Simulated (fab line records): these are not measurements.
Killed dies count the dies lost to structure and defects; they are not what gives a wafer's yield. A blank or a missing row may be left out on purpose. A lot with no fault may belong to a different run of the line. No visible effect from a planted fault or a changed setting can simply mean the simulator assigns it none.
fab line records    flow n5-finfet
record lots=4  wafers=12  last-day=16
route steps=1938 shown MOL_CONTACT_COAG@550 BEOL_M4@1111
lots that met no fault: from a run of the same line without faults
start-h: hours from the record's opening day to when the first of the lot's shown wafers began    wait-h: how many hours have passed since the lot's step before this one    " as in the row above    L1.1+2: one row covering several wafers at once    - no value, or no start was given    * or withheld: withheld    < > ~ a bound
route shown NAME@n: names a module that has steps shown in the file, with the first one's number in the route    usual: the fault-free wafers' mean and standard deviation    same: alike in all rows    chamber/n: place in a boat    sites: readings site by site    _std_site: the values' standard deviation    _edge_site: outer sites' mean less inner sites'    radius-mm: for every site, how far away it sits from the centre of the wafer    mask NAME#n: copy n    behind: the last tool/chamber to shape the wafer    hold: why the lot went on hold/how many hours it stayed there/how the hold came to an end    device: the transistor (n, p or np) that didn't switch    end of line: tests of these same wafers at the route's end    where a step has no rows: the recipe by itself    killed: not the wafer's yield, but the dies lost to structure and defects at the first sort    map: a wafer's dies, x killed, . not, _ none there
set.NAME: the setting as run; set.NAME@STEP: as run at that earlier step    model.NAME: the simulator's own value behind a step, which no gauge read
a table for each step, a row for each wafer; lots at some steps of the route
services: from which hour (start-h, from the record's first day; less than 0 if before it) a tool's chamber was out of use, for how many hours, and why
## steps
# step N5_MOL_CONTACT_COAG_PRE_CLEAN_142
# recipe gas=H2/He  time-s=60  temp-c=300
# step N5_MOL_CONTACT_COAG_SPUTTER_130
# recipe material=Co  target-thk-a=475  temp-c=25  chamber-pressure-pa=0.5  power-w=3000
# step N5_MOL_CONTACT_COAG_PRECLEAN_125
# recipe chemistry=DIW  time-s=57.5  temp-c=23
# step N5_MOL_CONTACT_COAG_SRD_126
# recipe dry-time-s=32  dry=n2-spin  spin-rpm=1500
# step N5_MOL_CONTACT_COAG_CMP_23
# recipe stop-on=SiO2  t-overpolish-s=1.5  post-cmp-clean=cu-alkaline  down-force-psi=2  platen-rpm=50.289  pad-velocity-m-s=1.0006  target-thk-nm=0
# step N5_MOL_CONTACT_COAG_WET_ETCH_26
# recipe target=Co  target-depth-nm=13
# step N5_MOL_CONTACT_COAG_WET_ETCH_116
# recipe chemistry=SC1-inhibited  target-depth-nm=4.6  dry=ipa-marangoni  rinse-time-s=30  rinse-temp-c=23
# step N5_MOL_CONTACT_COAG_ALD_27
# recipe material=SiOC  target-thk-a=170  temp-c=400  ald-precursor-family=carbosiloxane  ald-co-reactant=H2-plasma  pulse-time-s=1.5  time-s=2720  purge-time-s=2  co-reactant-purge-time-s=2  ald-cycles=340  pressure-torr=2
# step N5_MOL_CONTACT_COAG_CMP_28
# recipe stop-on=SiNx  t-overpolish-s=0.85  post-cmp-clean=alkaline-brush  down-force-psi=4.15  platen-rpm=51.8  pad-velocity-m-s=1.0307  target-thk-nm=14.522
# step N5_MOL_CONTACT_COAG_ALD_123
# recipe material=SiNx  target-thk-a=50  temp-c=400  ald-precursor-family=SiH2I2  ald-co-reactant=N2/H2-plasma  pulse-time-s=1  purge-time-s=2  co-reactant-purge-time-s=2  ald-cycles=100  pressure-torr=2
# usual ald-cycles=100/0  heater-power-w=825/80  precursor-pulse-height-rel=1.001/0.02  susceptor-temp-C=399.99/0.22
lot.wafer  tool        chamber  start-h  wait-h  ald-cycles  heater-power-w  precursor-pulse-height-rel  susceptor-temp-C
L909.2     ald-sin-01  1        119.24   0.0     100         793             0.993                       400.02
L909.4     "           3        "        "       100         936             0.987                       399.96
L909.5     "           1        "        "       100         802             0.995                       400.48
L915.2     ald-sin-01  3        157.76   0.0     95          943             1.016                       400.17
L915.4     "           2        "        "       95          737             0.986                       400.14
L915.5     "           3        "        "       95          940             1.001                       399.91
L919.3     ald-sin-01  1        180.92   0.0     95          827             1.000                       399.90
L919.4     "           2        "        "       95          741             0.981                       399.96
L919.6     "           1        "        "       95          819             1.014                       400.05
L922.1     ald-sin-04  2        199.37   0.0     100         880             1.032                       399.95
L922.5     "           2        "        "       100         896             1.027                       399.62
L922.6     "           3        "        "       100         840             0.997                       399.92
# step N5_MOL_CONTACT_COAG_PECVD_31
# recipe material=SiO2  target-thk-a=460  temp-c=400  precursor=TEOS/O2  pressure-torr=6.5  rf-w=withheld  teos-flow-sccm=withheld  gas=O2  flow-sccm=2650  time-s=8.9
# step N5_MOL_CONTACT_COAG_COAT_75
# recipe resist=SOC  temp-c=250  time-s=60  spin-rpm=1500  resist-thk-nm=60
# step N5_MOL_CONTACT_COAG_COAT_76
# recipe resist=SiARC  temp-c=220  time-s=60  spin-rpm=1500  resist-thk-nm=10
# step N5_MOL_CONTACT_COAG_COAT_77
# recipe resist=underlayer  temp-c=205  time-s=60  spin-rpm=1500  resist-thk-nm=10
# step N5_MOL_CONTACT_COAG_COAT_78
# recipe resist=CAR-EUV  spin-rpm=1500  resist-thk-nm=40
# step N5_MOL_CONTACT_COAG_EBR_80
# recipe solvent=PGMEA  ebr-width-mm=1.5
# step N5_MOL_CONTACT_COAG_SOFTBAKE_79
# recipe temp-c=110  time-s=60  resist=CAR-EUV
# step N5_MOL_CONTACT_COAG_EXPOSE_81
# recipe mask-id=VG  na=0.33  source-shape=annular  sigma-inner=0.3  sigma-outer=0.7  polarization=unpolarized  defocus-nm=0  dose-mj=59.5
# step N5_MOL_CONTACT_COAG_PEB_82
# recipe peb-temp-c=100  peb-time-s=60  resist=CAR-EUV
# step N5_MOL_CONTACT_COAG_DEVELOP_83
# recipe develop-time-s=30  developer=TMAH  resist=CAR-EUV  rinse-liquid=surfactant-rinse  dry=air-spin  dev-temp-c=23
# step N5_MOL_CONTACT_COAG_DESCUM_88
# recipe chemistry=O2  time-s=7  source-power-w=50  bias-power-w=20  pressure-mtorr=20  rf-frequency-hz=2.712e+07  temp-c=40  resist=CAR-EUV  o2-flow-sccm=225
# step N5_MOL_CONTACT_COAG_ETCH_89
# recipe chemistry=N2/H2  target=underlayer  target-depth-a=130  mask-material=CAR-EUV  time-s=10.4  ion-energy-ev=200  pressure-mtorr=30  source-w=840  bias-w=150  n2-flow-sccm=200  h2-flow-sccm=200  ends=cleared
# step N5_MOL_CONTACT_COAG_ETCH_90
# recipe chemistry=CF4  target=SiARC  target-depth-a=130  mask-material=CAR-EUV  time-s=21.7  ion-energy-ev=80  pressure-mtorr=40  source-w=545  bias-w=36  Ar_flow_sccm=100  cf4-flow-sccm=100  ends=cleared
# step N5_MOL_CONTACT_COAG_ALD_131
# recipe material=SiO2  target-thk-a=50  temp-c=100  ald-precursor-family=BDEAS  ald-co-reactant=O2-plasma  pulse-time-s=1  co-reactant-pulse-time-s=1  purge-time-s=2  co-reactant-purge-time-s=2  ald-cycles=35  pressure-torr=2
# step N5_MOL_CONTACT_COAG_ETCHBACK_132
# recipe chemistry=CHF3  target=SiO2  target-depth-a=100  time-s=6.7  ion-energy-ev=200  pressure-mtorr=30  source-w=610  bias-w=170  Ar_flow_sccm=200  CHF3_flow_sccm=50
# step N5_MOL_CONTACT_COAG_ETCH_91
# recipe chemistry=N2/H2  target=SOC  target-depth-a=600  overetch-a=210  mask-material=SiARC  temp-c=40  time-s=101.2  ion-energy-ev=200  pressure-mtorr=30  source-w=840  bias-w=150  n2-flow-sccm=200  h2-flow-sccm=200
# step N5_MOL_CONTACT_COAG_STRIP_92
# recipe chemistry=N2/H2  temp-c=40  n2-flow-sccm=200  h2-flow-sccm=200  rf-frequency-hz=6e+07
# step N5_MOL_CONTACT_COAG_STRIP_93
# recipe chemistry=N2/H2  temp-c=40  n2-flow-sccm=200  h2-flow-sccm=200  rf-frequency-hz=6e+07
# step N5_MOL_CONTACT_COAG_ETCHBACK_135
# recipe chemistry=CHF3  target=SiO2  target-depth-a=250  time-s=16.7  ion-energy-ev=200  pressure-mtorr=30  source-w=610  bias-w=170  Ar_flow_sccm=200  CHF3_flow_sccm=50
# step N5_MOL_CONTACT_COAG_STRIP_118
# recipe chemistry=CHF3  resist=SiARC  rf-frequency-hz=6e+07
# step N5_MOL_CONTACT_COAG_VIA_ETCH_46
# recipe chemistry=C4F6/O2  target-depth-a=460  overetch-a=92  mask-material=SOC  target=SiO2  bias-w=455  pressure-mtorr=10  time-s=40  source-w=325  Ar_flow_sccm=300  C4F6_flow_sccm=10  O2_flow_sccm=10  ion-energy-ev=575.3  ends=end-point
# step N5_MOL_CONTACT_COAG_STRIP_96
# recipe chemistry=N2/H2  power-w=500  temp-c=40  pressure-mtorr=50  rf-frequency-hz=6e+07  overash-fraction=0.3  bias-power-w=28  h2-frac=0.5  n2-flow-sccm=300  h2-flow-sccm=300
# step N5_MOL_CONTACT_COAG_ETCH_47
# recipe chemistry=CH3F/O2  target=SiNx  target-depth-a=270  mask-material=SiO2  stop-on=W  over-etch-frac=0.2  ion-energy-ev=120  endpoint=OES-CN  pressure-mtorr=30  source-w=395  bias-w=73  Ar_flow_sccm=150  CH3F_flow_sccm=30  O2_flow_sccm=20  ends=end-point
# step N5_MOL_CONTACT_COAG_STRIP_119
# recipe chemistry=N2/H2  time-s=30  power-w=1000  temp-c=250  pressure-mtorr=withheld  n2-flow-sccm=1750  h2-flow-sccm=3250
# step N5_MOL_CONTACT_COAG_PRECLEAN_144
# recipe chemistry=alkaline-clean  temp-c=60  time-s=60  do-ppb=50
# step N5_MOL_CONTACT_COAG_SRD_145
# recipe dry=ipa-marangoni  time-s=30  temp-c=23  rinse-liquid=diw
# step N5_MOL_CONTACT_COAG_ETCH_124
# recipe chemistry=CH3F/O2  target=SiNx  target-depth-a=65  mask-material=SOC  stop-on=SiOC  over-etch-frac=0.3  ion-energy-ev=120  pressure-mtorr=30  source-w=395  bias-w=73  Ar_flow_sccm=150  CH3F_flow_sccm=30  O2_flow_sccm=20  ends=end-point
# usual drypump-motor-current-A=5.6/0.48  oes-product-au=0.65/0.049  rf-vpp-V=296/5.7  showerhead-plenum-p-Torr=2.03/0.066  throttle-valve-pct=16.30/0.15
lot.wafer  tool         chamber  start-h  wait-h  drypump-motor-current-A  oes-product-au  rf-hours-counter-h  rf-vpp-V  showerhead-plenum-p-Torr  throttle-valve-pct  model.etch.depth-nm
L909.2     rie-diel-01  2        121.95   0.0     4.8                      0.62            158                 304       1.92                      16.39               5.008
L909.4     "            0        "        "       5.8                      0.66            137                 290       2.01                      16.19               4.996
L909.5     "            1        "        "       5.1                      0.61            -                   298       2.07                      16.36               4.972
L915.2     rie-diel-01  1        161.21   0.0     5.1                      0.59            233                 296       2.07                      16.38               4.769
L915.4     "            2        "        "       4.8                      0.60            172                 304       1.91                      16.42               4.737
L915.5     "            1        "        "       5.1                      0.58            -                   298       2.07                      16.39               4.777
L919.3     rie-diel-01  2        183.75   0.0     4.8                      0.59            180                 305       1.91                      16.44               4.723
L919.4     "            1        "        "       5.1                      0.57            241                 298       2.06                      16.38               4.732
L919.6     "            3        "        "       6.1                      0.69            -                   288       2.13                      16.18               4.745
L922.1     rie-diel-03  1        202.36   0.0     5.4                      0.65            148                 301       1.99                      16.09               4.989
L922.5     "            0        "        "       5.3                      0.68            -                   294       2.10                      16.08               4.998
L922.6     "            1        "        "       5.4                      0.64            -                   302       1.99                      16.09               4.989
# step N5_BEOL_M4_RC_MEAS_101
# usual DIBL_N=36.2/1.7  DIBL_P=36.2/2.2  IOFF_N=0.16/0.035  IOFF_P=0.21/0.042  ION_N=673/13  ION_P=462/7.9  SS_N=71.4/0.59  SS_P=73.2/0.7  VT_N=250/3.6  VT_P=-251/3.5
lot.wafer  tool       chamber  start-h  wait-h  DIBL_N[mV/V]  DIBL_P[mV/V]  IOFF_N[nA/um]  IOFF_P[nA/um]  ION_N[uA/um]  ION_P[uA/um]  SS_N[mV/dec]  SS_P[mV/dec]  VT_N[mV]  VT_P[mV]
L909.2     prober-02  0        178.33   0.2     35.6          35.1          0.16           0.21           672           465           70.8          73.2          249       -251
L909.4     "          0        "        "       33.1          32.7          0.11           0.16           654           456           70.4          72.1          255       -253
L909.5     "          0        "        "       35.7          36.2          0.16           0.23           674           462           71.2          73.7          247       -248
L915.2     prober-01  0        237.76   0.2     40.1          40.2          0.23           0.26           680           464           72.5          73.4          244       -252
L915.4     "          0        "        "       33.8          33.7          0.12           0.17           653           449           70.6          72.2          256       -253
L915.5     "          0        "        "       38.5          39.5          0.21           0.26           688           465           71.7          73.7          247       -251
L919.3     prober-01  0        245.22   0.3     35.2          36.0          0.14           0.21           666           472           71.5          72.7          253       -250
L919.4     "          0        "        "       35.0          37.0          0.14           0.23           663           470           71.2          73.3          250       -245
L919.6     "          0        "        "       36.5          37.8          0.15           0.24           677           471           71.5          73.4          250       -246
L922.1     prober-02  0        276.94   0.0     35.1          35.7          0.15           0.21           662           457           71.4          72.8          250       -249
L922.5     "          0        "        "       34.8          35.5          0.15           0.21           669           461           71.2          72.5          249       -251
L922.6     "          0        "        "       37.0          37.2          0.18           0.24           681           465           71.5          73.2          247       -249
## services
tool         chamber  start-h  hours  kind
ald-sin-04   0        99.25    -      clean
ald-sin-04   1        99.25    -      clean
ald-sin-04   2        99.25    -      clean
ald-sin-04   3        99.25    -      clean
rie-diel-01  0        112.49   8.4    repair
rie-diel-03  -        150.21   4.3    pm
ald-sin-04   2        153.16   4.9    repair
ald-sin-04   2        164.78   9.2    repair
rie-diel-03  3        180.27   -      clean
rie-diel-03  3        180.27   -      consumable-replace:focus-ring
rie-diel-03  3        180.27   28.1   scheduled-down
rie-diel-03  3        180.27   28.1   vent-cycle
rie-diel-01  3        191.98   14.3   repair
## key
first-sign step=N5_MOL_CONTACT_COAG_ALD_123  reading=ald-cycles  direction=down  sigmas=99+  usual=*  struck=*
effect none on later readings
model-effect step=N5_MOL_CONTACT_COAG_ETCH_124  value=etch.depth-nm  without=4.997  struck=4.747
met-at N5_MOL_CONTACT_COAG_ALD_123
struck-wafers L915.2,L915.4,L915.5,L919.3,L919.4,L919.6
onset-between 119.24 157.76
fault kind=process-parameter-drift  tool=ald-sin-01  chamber=-  onset-h=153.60  steps=N5_MOL_CONTACT_COAG_ALD_123  channel=ald-cycles  offset=*  shape=step  end-h=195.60  acts-in=*  stated=*
